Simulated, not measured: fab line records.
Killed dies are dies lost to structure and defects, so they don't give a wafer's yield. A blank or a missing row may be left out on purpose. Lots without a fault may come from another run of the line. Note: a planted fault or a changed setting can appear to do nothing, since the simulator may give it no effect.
Comparing a struck lot with a sound one    flow nand harc    14 out of 1302 route steps
Sound: the wafers L189.3, L189.4, L189.5. Struck: wafers L185.2, L185.5, L185.6. The cause comes at the end.
Order at every step that has rows: each side's tool, ch and its chambers, its first start. Under that, the readings that differ: sound wafers    struck wafers    difference of the means    sigmas: that difference in standard deviations of wafers without a fault.
alike: readings whose means differ by less than 2 such deviations, and words and numbers that are the same on both sides. not compared: withheld readings, readings that some wafer has no value for, bounds like >300 that may hide the same value, and numbers for which the record gives no deviation and whose values overlap.
Wherever a step has rows on one side only, a row that says differs or no value, or a row with sigmas, the two part there. Numbers that have no deviation but don't overlap get no sigmas and don't part them. A reading missing from all wafers of one side parts the sides only when that side holds two or more wafers.

first, 1 step without rows for these wafers: NHARC_P_STI_OXIDE_40 (material SiO2, target thk 10 nm, ox time 1362 s).
NHARC_P_STI_INSPECT_25:
  struck on defect inspect-01, day 10 17:43; sound on defect inspect-01, day 12 10:31
  alike: raw defect count
then, 10 steps without rows for these wafers: NHARC_P_GATE_ETCH_69 (etches SiO2 in dHF, target depth 14 nm); NHARC_P_GATE_PRECLEAN_70 (cleans in SC1); NHARC_P_GATE_SRD_01; NHARC_P_GATE_OXIDE_02 (material SiO2, target thk 37.5 nm, ox time 365 s); NHARC_P_GATE_DEHYDRATE_03 (time 120 s); NHARC_P_GATE_HMDS_04 (time 30 s); NHARC_P_GATE_COAT_05; NHARC_P_GATE_SOFTBAKE_06 (time 95 s); NHARC_P_GATE_EBR_07; NHARC_P_GATE_EXPOSE_08 (exposes mask P HV).
NHARC_P_GATE_PEB_09: peb time 85 s.
  struck on litho track-02, day 11 01:59; sound on litho track-07 ch 0, day 12 18:39
  no value came back on the struck wafers for chill plate temp C (C), exhaust pa (Pa); on the sound wafers chill plate temp C (C) reads 22.83 22.98 22.85
then, 1 step without rows for these wafers: NHARC_P_GATE_DEVELOP_10 (time 70 s).

== WHERE THEY PART ==
NHARC_P_GATE_PEB_09 only, going by this record.

WHY: what the simulator had put in
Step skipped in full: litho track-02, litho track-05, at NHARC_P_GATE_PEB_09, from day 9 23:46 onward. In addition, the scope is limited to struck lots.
